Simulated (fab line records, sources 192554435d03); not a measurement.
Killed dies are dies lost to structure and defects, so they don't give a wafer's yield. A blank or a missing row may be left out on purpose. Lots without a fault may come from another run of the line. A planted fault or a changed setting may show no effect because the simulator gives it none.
Which tool did it? | flow n5_finfet | 11 lots, 31 wafers sampled, at 5 steps of a route of 1938

WHAT THE GAUGES READ, wafer by wafer
N5_ZERO_LAYER_CD_MEAS_11: target cd 2000 nm.
lot  | measured    | on        | cd_nm (nm)
L305 | day 1 12:40 | cd_sem-01 | 1997.6 2001.0 2000.7
L307 | day 2 00:38 | cd_sem-03 | 2000.4 2003.1 2001.2
L308 | day 2 06:40 | cd_sem-02 | 1998.6 1997.7 2000.2
L309 | day 2 12:46 | cd_sem-01 | 1998.8 1998.2
L311 | day 3 00:40 | cd_sem-01 | 1998.7 2001.2
L312 | day 3 06:40 | cd_sem-01 | 1999.1 2002.7 1999.2
L316 | day 4 06:46 | cd_sem-03 | 1996.4 1998.1 1996.7
L318 | day 4 18:46 | cd_sem-02 | 2001.0 1999.4 2005.4
L323 | day 6 01:07 | cd_sem-01 | 1994.6 1992.8 1996.5
L324 | day 6 06:57 | cd_sem-03 | 2000.4 2000.4 1999.2
L326 | day 6 18:46 | cd_sem-01 | 2000.2 1998.2 1997.6

N5_WELL_APT_OVL_MEAS_09.
lot  | measured    | on         | NWELL_OVL (nm)
L305 | day 1 13:38 | overlay-02 | -3 6 6
L307 | day 2 01:37 | overlay-02 | -5 11 1
L308 | day 2 07:37 | overlay-02 | 4 6 5
L309 | day 2 13:43 | overlay-01 | 0 -5
L311 | day 3 01:53 | overlay-02 | 2 4
L312 | day 3 07:37 | overlay-02 | -2 -2 -11
L316 | day 4 07:50 | overlay-01 | 1 5 5
L318 | day 4 19:43 | overlay-01 | -2 2 1
L323 | day 6 02:11 | overlay-02 | -1 -6 -9
L324 | day 6 08:13 | overlay-01 | 2 3 6
L326 | day 6 19:58 | overlay-02 | 14 7 14

N5_BEOL_M4_RC_MEAS_101.
lot  | measured     | on        | DIBL_N (mV/V)  | DIBL_P (mV/V)  | IOFF_N (nA/um)    | IOFF_P (nA/um) | ION_N (uA/um) | ION_P (uA/um) | RS_NWELL (ohm/sq) | SS_N (mV/dec)  | SS_P (mV/dec)  | VT_N (mV)         | VT_P (mV)
L305 | day 9 10:20  | prober-01 | 38.5 37.8 37.9 | 39.9 36.8 37.4 | 0.219 0.196 0.190 | 0.27 0.21 0.21 | 677 677 665   | 463 455 452   | 1039 1034 1037    | 71.9 72.8 72.8 | 75.0 73.8 74.1 | 242.7 249.7 250.0 | -249 -251 -253
L307 | day 9 10:26  | prober-02 | 38.1 37.7 35.1 | 37.1 36.5 33.8 | 0.194 0.180 0.139 | 0.26 0.25 0.21 | 698 703 691   | 479 489 482   | 1041 1033 1043    | 71.5 71.7 70.8 | 73.5 73.9 72.7 | 243.8 246.4 249.2 | -245 -247 -247
L308 | day 9 17:47  | prober-01 | 37.6 35.9 36.8 | 38.6 36.5 36.9 | 0.163 0.137 0.157 | 0.19 0.17 0.17 | 661 650 659   | 446 443 446   | 1037 1036 1029    | 70.9 71.0 71.7 | 73.8 73.6 73.1 | 250.5 253.8 250.6 | -253 -256 -257
L309 | day 9 19:14  | prober-02 | 38.7 37.0      | 39.5 37.7      | 0.200 0.170       | 0.23 0.21      | 693 694       | 465 473       | 1041 1048         | 72.1 71.2      | 74.2 73.7      | 246.4 248.1       | -250 -253
L311 | day 10 17:08 | prober-02 | 37.6 38.4      | 35.5 36.2      | 0.155 0.171       | 0.22 0.22      | 688 690       | 474 471       | 1043 1047         | 70.3 71.1      | 73.1 73.4      | 249.2 250.3       | -248 -246
L312 | day 10 17:44 | prober-01 | 37.8 37.5 35.5 | 37.2 37.2 34.2 | 0.177 0.171 0.135 | 0.26 0.26 0.20 | 676 676 667   | 473 471 465   | 1038 1050 1041    | 71.2 71.5 70.9 | 73.9 74.0 73.1 | 248.1 248.2 252.9 | -248 -246 -250
L316 | day 11 21:34 | prober-01 | 38.9 38.0 41.7 | 37.3 35.8 40.5 | 0.190 0.161 0.228 | 0.27 0.22 0.31 | 707 687 708   | 484 470 482   | 1039 1034 1035    | 71.1 71.3 72.0 | 73.9 73.3 74.9 | 243.9 248.4 242.3 | -243 -249 -244
L318 | day 12 22:19 | prober-01 | 36.3 35.3 37.1 | 36.4 35.0 36.8 | 0.150 0.140 0.162 | 0.20 0.18 0.21 | 664 671 683   | 454 454 460   | 996 998 994       | 71.9 71.2 71.9 | 73.8 72.8 73.5 | 249.2 251.6 251.9 | -253 -254 -253
L323 | day 13 18:32 | prober-02 | 35.8 35.2 34.1 | 34.8 34.1 31.6 | 0.155 0.142 0.117 | 0.21 0.19 0.16 | 671 666 656   | 469 459 448   | 1046 1035 1034    | 71.1 71.3 71.0 | 73.4 73.4 72.0 | 250.0 251.1 250.5 | -249 -248 -251
L324 | day 14 12:35 | prober-02 | 37.4 34.5 38.1 | 37.4 32.9 38.2 | 0.166 0.117 0.185 | 0.20 0.15 0.22 | 686 664 688   | 465 452 465   | 1000 993 998      | 72.2 71.0 71.3 | 73.7 72.8 73.6 | 249.1 253.6 248.7 | -254 -256 -253
L326 | day 14 17:02 | prober-01 | 36.4 37.4 35.7 | 37.0 37.0 35.5 | 0.159 0.168 0.139 | 0.23 0.22 0.21 | 691 676 679   | 473 466 472   | 1032 1041 1032    | 70.7 71.6 71.5 | 73.3 73.9 73.3 | 250.1 248.1 253.4 | -250 -250 -250

WHICH TOOL RAN EACH LOT (tool, then ch and the chambers of the sampled wafers, then the start)
lot  | N5_WELL_APT_IMPLANT_14         | N5_WELL_APT_EPI_41
L305 | implanter-01 ch 0, day 1 13:47 | epi_rpcvd-03 ch 0, day 1 16:02
L307 | implanter-01 ch 0, day 2 01:49 | epi_rpcvd-02 ch 0, day 2 04:55
L308 | implanter-02 ch 0, day 2 08:45 | epi_rpcvd-01 ch 0, day 2 11:40
L309 | implanter-01 ch 0, day 2 13:56 | epi_rpcvd-02 ch 0, day 2 16:05
L311 | implanter-02 ch 0, day 3 02:02 | epi_rpcvd-03 ch 0, day 3 04:29
L312 | implanter-02 ch 0, day 3 08:04 | epi_rpcvd-02 ch 0, day 3 10:17
L316 | implanter-02 ch 0, day 4 08:04 | epi_rpcvd-03 ch 0, day 4 10:39
L318 | implanter-02 ch 0, day 4 19:54 | epi_rpcvd-01 ch 0, day 4 22:19
L323 | implanter-01 ch 0, day 6 02:22 | epi_rpcvd-02 ch 0, day 6 04:40
L324 | implanter-02 ch 0, day 6 08:22 | epi_rpcvd-01 ch 0, day 6 10:41
L326 | implanter-01 ch 0, day 6 20:08 | epi_rpcvd-02 ch 0, day 6 22:10
- N5_WELL_APT_IMPLANT_14
- N5_WELL_APT_EPI_41: deposits Si from SiH4/H2, target thk 50 nm, time 297.7 s.

WHAT THE TOOLS THEMSELVES READ (means of the sampled wafers that have a number; where no wafer has one, the mark that the record gives instead)
N5_WELL_APT_IMPLANT_14.
lot  | tool         | beam_on_s (s) | dose_ions_cm2 | faraday_current_uA | tilt_deg (degrees)
L305 | implanter-01 | 10.21         | 1.4976e+13    | 187                | -0.011
L307 | implanter-01 | 9.88          | 1.4999e+13    | 192                | 0.028
L308 | implanter-02 | 10.00         | 1.5021e+13    | 191                | -0.004
L309 | implanter-01 | 9.82          | 1.5002e+13    | 194                | 0.004
L311 | implanter-02 | 10.09         | 1.5010e+13    | 188                | 0.013
L312 | implanter-02 | 9.78          | 1.5000e+13    | 195                | 0.018
L316 | implanter-02 | 9.88          | 1.4992e+13    | 193                | 0.040
L318 | implanter-02 | 9.76          | 1.6219e+13    | 211                | -0.013
L323 | implanter-01 | 9.95          | 1.4996e+13    | 192                | -0.010
L324 | implanter-02 | 10.04         | 1.6201e+13    | 205                | -0.017
L326 | implanter-01 | 9.99          | 1.5020e+13    | 191                | 0.007

N5_WELL_APT_EPI_41.
lot  | tool         | throttle_valve_pct (%)
L305 | epi_rpcvd-03 | 11.40
L307 | epi_rpcvd-02 | 11.71
L308 | epi_rpcvd-01 | 12.04
L309 | epi_rpcvd-02 | 11.75
L311 | epi_rpcvd-03 | 11.42
L312 | epi_rpcvd-02 | 11.85
L316 | epi_rpcvd-03 | 11.51
L318 | epi_rpcvd-01 | 12.09
L323 | epi_rpcvd-02 | 11.68
L324 | epi_rpcvd-01 | 11.93
L326 | epi_rpcvd-02 | 11.76

THE ANSWER, worked out from the rows above alone
Rule: what is usual is taken from the lots themselves. Put in order of their means at a reading, lots are off if they are a third of the lots or fewer, leave a main group of 4 or more, and stand apart from it by a gap of 3 or more times the standard deviation of the main group's means; of several such gaps the widest counts. A main group whose means are all the same, to the digits that the tables above print for the reading, isn't used. A lot without any number at a reading at which 4 lots or more have one is off too. The other lots that the step has rows for count as sound. The gauges are gone through in route order, then the tools' own readings, and for those a lot's mean is taken as printed above. The first step at which some lot is off is used, and at that step the reading that is off furthest; a lot without a number counts as furthest.
Off: L318, L324, at N5_BEOL_M4_RC_MEAS_101 (RS_NWELL). The main group: mean 1039 ohm/sq, standard deviation 3.9.
A tool fits if, at a process step before that reading, it ran every lot that is off, and no sound lot after the first of them. The gauges at N5_BEOL_M4_RC_MEAS_101 aren't tried: what is off there is off at N5_WELL_APT_IMPLANT_14 too, on other tools, and a gauge's error can't cause that. Can't be told from this: 2 tools fit, implanter-02 at N5_WELL_APT_IMPLANT_14, epi_rpcvd-01 at N5_WELL_APT_EPI_41.

WHAT THE SIMULATOR HAD PUT IN
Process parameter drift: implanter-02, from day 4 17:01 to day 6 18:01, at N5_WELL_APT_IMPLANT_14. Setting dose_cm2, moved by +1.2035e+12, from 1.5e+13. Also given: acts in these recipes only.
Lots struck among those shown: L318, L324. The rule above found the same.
